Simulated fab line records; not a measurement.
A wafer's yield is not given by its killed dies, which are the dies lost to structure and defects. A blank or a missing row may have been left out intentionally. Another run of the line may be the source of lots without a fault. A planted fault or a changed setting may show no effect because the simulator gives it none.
The tool behind it: which one? | flow nand harc | 12 lots with 36 wafers sampled at 4 steps, on a route of 1159 steps

## WHAT EACH GAUGE READ, for each wafer
NHARC_P_START_INSPECT_01.
lot  | measured    | on                | raw defect count
L592 | day 1 12:02 | defect inspect-01 | 7 2 2
L593 | day 1 18:02 | defect inspect-01 | 5 6 5
L596 | day 2 12:02 | defect inspect-01 | 4 8 4
L597 | day 2 18:02 | defect inspect-01 | 8 4 7
L598 | day 3 00:02 | defect inspect-02 | 2 4 8
L604 | day 4 12:02 | defect inspect-01 | 1 6 3
L605 | day 4 18:03 | defect inspect-02 | 2 0 5
L606 | day 5 00:03 | defect inspect-02 | 3 5 2
L608 | day 5 12:02 | defect inspect-01 | 2 3 5
L612 | day 6 12:02 | defect inspect-01 | 4 1 3
L614 | day 7 00:02 | defect inspect-02 | 4 6 2
L615 | day 7 06:02 | defect inspect-01 | 6 3 6

NHARC_P_ZERO_WELL_CD_MEAS_37: target cd 720 nm.
lot  | measured    | on        | cd nm (nm)
L592 | day 1 16:05 | cd sem-01 | 722.9 718.4 721.6
L593 | day 1 22:13 | cd sem-02 | 720.6 716.0 715.8
L596 | day 2 16:08 | cd sem-03 | 741.6 743.2 739.6
L597 | day 2 22:13 | cd sem-01 | 718.1 719.7 722.2
L598 | day 3 04:08 | cd sem-01 | 739.5 741.5 738.5
L604 | day 4 16:07 | cd sem-03 | 718.7 719.2 723.7
L605 | day 4 22:17 | cd sem-03 | 719.5 720.7 723.6
L606 | day 5 04:06 | cd sem-01 | 721.5 721.8 718.3
L608 | day 5 16:17 | cd sem-03 | 722.9 723.6 726.4
L612 | day 6 16:14 | cd sem-03 | 718.1 722.0 721.7
L614 | day 7 04:08 | cd sem-02 | 721.2 718.0 720.8
L615 | day 7 10:05 | cd sem-03 | 724.2 721.5 719.5

## WHAT TOOL EACH LOT RAN ON (gives the tool, then ch and the chambers of the sampled wafers, and finally the start)
lot  | NHARC_P_ZERO_WELL_ETCH_63       | NHARC_P_ZERO_WELL_EXPOSE_34
L592 | rie si-04 ch 1,2,3, day 1 13:39 | krf scanner-01 ch 0, day 1 15:56
L593 | rie si-02 ch 1,2,3, day 1 19:38 | krf scanner-03 ch 0, day 1 22:04
L596 | rie si-06 ch 0,2, day 2 13:40   | krf scanner-01 ch 0, day 2 15:58
L597 | rie si-02 ch 0,1,2, day 2 19:41 | krf scanner-03 ch 0, day 2 22:04
L598 | rie si-04 ch 2,3, day 3 01:40   | krf scanner-01 ch 0, day 3 03:59
L604 | rie si-06 ch 1,3, day 4 13:33   | krf scanner-02 ch 0, day 4 15:57
L605 | rie si-04 ch 1,2,3, day 4 19:40 | krf scanner-02 ch 0, day 4 22:08
L606 | rie si-06 ch 1,2,3, day 5 01:32 | krf scanner-03 ch 0, day 5 03:56
L608 | rie si-04 ch 0,1,2, day 5 13:43 | krf scanner-02 ch 0, day 5 16:08
L612 | rie si-06 ch 1,2, day 6 13:41   | krf scanner-02 ch 0, day 6 16:05
L614 | rie si-04 ch 0,1,2, day 7 01:40 | krf scanner-03 ch 0, day 7 03:58
L615 | rie si-06 ch 0,1,2, day 7 07:34 | krf scanner-02 ch 0, day 7 09:56
- NHARC_P_ZERO_WELL_ETCH_63: etches the open film in HBr/Cl2, target depth 120 nm, time 40.1 s.
- NHARC_P_ZERO_WELL_EXPOSE_34: exposes mask P PWELL, target cd 720 nm.

## WHAT THE TOOLS THEMSELVES READ (means of the sampled wafers that have a number; where no wafer has one, the mark that the record gives instead)
NHARC_P_ZERO_WELL_ETCH_63.
lot  | tool      | drypump motor current A (A) | oes product au (a.u.) | throttle valve pct (%)
L592 | rie si-04 | 6.0                         | 0.992                 | 26.403
L593 | rie si-02 | 5.7                         | 0.986                 | 26.401
L596 | rie si-06 | 5.6                         | 1.009                 | 26.402
L597 | rie si-02 | 5.5                         | 1.003                 | 26.395
L598 | rie si-04 | 6.1                         | 0.995                 | 26.399
L604 | rie si-06 | 5.1                         | 0.993                 | 26.417
L605 | rie si-04 | 6.0                         | 0.990                 | 26.403
L606 | rie si-06 | 5.2                         | 1.004                 | 26.410
L608 | rie si-04 | 5.7                         | 0.996                 | 26.419
L612 | rie si-06 | 5.5                         | 1.017                 | 26.405
L614 | rie si-04 | 5.7                         | 1.006                 | 26.410
L615 | rie si-06 | 5.6                         | 0.997                 | 26.402

NHARC_P_ZERO_WELL_EXPOSE_34.
lot  | tool           | exposure dose mJ cm2
L592 | krf scanner-01 | 22.317
L593 | krf scanner-03 | 22.317
L596 | krf scanner-01 | 25.254
L597 | krf scanner-03 | 22.315
L598 | krf scanner-01 | 25.201
L604 | krf scanner-02 | 22.335
L605 | krf scanner-02 | 22.295
L606 | krf scanner-03 | 22.333
L608 | krf scanner-02 | 22.322
L612 | krf scanner-02 | 22.288
L614 | krf scanner-03 | 22.309
L615 | krf scanner-02 | 22.338

## THE ANSWER, worked out from the rows above alone
Rule: what is usual is taken from the lots themselves. The widest of any qualifying gaps counts: lots, ordered by their means at a reading, are off when they make up no more than a third of the lots, leave a main group of 4 or more, and stand apart from it by 3 or more times the standard deviation of that group's means. A main group whose means are all the same, to the digits that the tables above print for the reading, isn't used. Also off: a lot with no number at a reading for which 4 or more lots have one. All remaining lots with rows at the step are treated as sound. First the gauges in route order, then the tools' own readings, where a lot's mean is used as printed above. At the first step where some lot is off, the reading lying furthest off is the one used; lots without a number count as furthest.
Off: L596, L598, at NHARC_P_ZERO_WELL_CD_MEAS_37 (cd nm). For the main group the mean is 720.7 nm and the standard deviation 1.6.
A tool fits if, at a process step before that reading, it ran every lot that is off, and no sound lot after the first of them. Not tried: the gauges at NHARC_P_ZERO_WELL_CD_MEAS_37; whatever is off there is also off at NHARC_P_ZERO_WELL_EXPOSE_34, on other tools, and gauge error can't account for it. One fits: krf scanner-01 at NHARC_P_ZERO_WELL_EXPOSE_34. Its last sound lot is L592 (day 1 15:56), its first lot that is off L596 (day 2 15:58): a fault that began between those two fits.
The tool's own readings at NHARC_P_ZERO_WELL_EXPOSE_34 bear it out: on the lots that are off they differ by more than 5 times the standard deviation of the sound lots' means. exposure dose mJ cm2 reads 25.227 there against 22.317 on the sound lots.

## WHAT HAD BEEN PUT IN BY THE SIMULATOR
Process parameter drift: krf scanner-01, from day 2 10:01 on, at NHARC_P_ZERO_WELL_EXPOSE_34. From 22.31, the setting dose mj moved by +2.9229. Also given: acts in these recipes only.
Lots struck among those shown: L596, L598. This agrees with what the rule above found.
